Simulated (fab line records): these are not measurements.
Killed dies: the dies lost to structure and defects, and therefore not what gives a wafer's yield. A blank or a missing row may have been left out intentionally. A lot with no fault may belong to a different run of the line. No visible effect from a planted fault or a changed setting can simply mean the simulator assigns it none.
Chamber matching -- flow nandHarc -- 4 sister chambers for NHARC_P_M2_DESCUM_14 on rieDiel-02
The step chemistry O2, time 3 s. 14 wafers are shown with their chamber, then 7 later ones without.

## WAFERS WITH THEIR CHAMBER
wafer,chamber,showerheadPlenumPTorr (Torr),drypumpMotorCurrentA (A),throttleValvePct (%)
L075.1,2,1.84,5.3,11.303
L075.4,1,1.94,5.3,11.330
L075.5,3,2.02,6.2,11.313
L076.1,1,1.94,5.4,11.324
L076.3,0,1.96,5.6,11.314
L076.4,3,2.02,6.2,11.306
L080.4,3,2.01,6.2,11.326
L080.5,0,1.96,5.6,11.319
L080.6,3,2.02,6.2,11.316
L088.1,2,1.84,5.3,11.318
L088.4,3,2.01,6.2,11.313
L088.5,3,2.01,6.2,11.306
L090.1,3,2.01,6.2,11.296
L090.5,2,1.84,5.3,11.319

SIGNATURES, as means of the wafers listed above
reading,chamber 0,chamber 1,chamber 2,chamber 3,scatter within a chamber
showerheadPlenumPTorr,1.9600,1.9400,1.8400,2.0143,0.00414
drypumpMotorCurrentA,5.600,5.350,5.300,6.200,0.0224
throttleValvePct,11.31650,11.32700,11.31333,11.31086,0.00851
Rule: for each reading, subtract the chamber's mean from the wafer's reading, divide by that reading's scatter and square the result; add these up over the readings and take the root, which gives the wafer's distance from the chamber. If the next closest chamber is less than 2 further off than the closest, the wafer can't be placed; otherwise it belongs to the closest. How the scatter is found: for the shown wafers, subtract from each reading the mean of its chamber, square and add these, divide the total by (wafers less chambers), then take the root.

## WAFERS WHOSE CHAMBER IS MISSING
wafer,showerheadPlenumPTorr (Torr),drypumpMotorCurrentA (A),throttleValvePct (%)
L090.6,1.93,5.4,11.323
L092.1,1.84,5.3,11.321
L092.3,1.96,5.6,11.320
L092.6,1.84,5.3,11.309
L096.1,2.01,6.2,11.327
L096.2,1.93,5.3,11.333
L096.3,1.83,5.3,11.310

## EACH ONE'S CHAMBER
wafer,from the rows above,in truth
L090.6,1,1
L092.1,2,2
L092.3,0,0
L092.6,2,2
L096.1,3,3
L096.2,1,1
L096.3,2,2
Correct placement for 7 of the 7. From these rows, 0 cannot be placed. Number placed wrongly: 0.
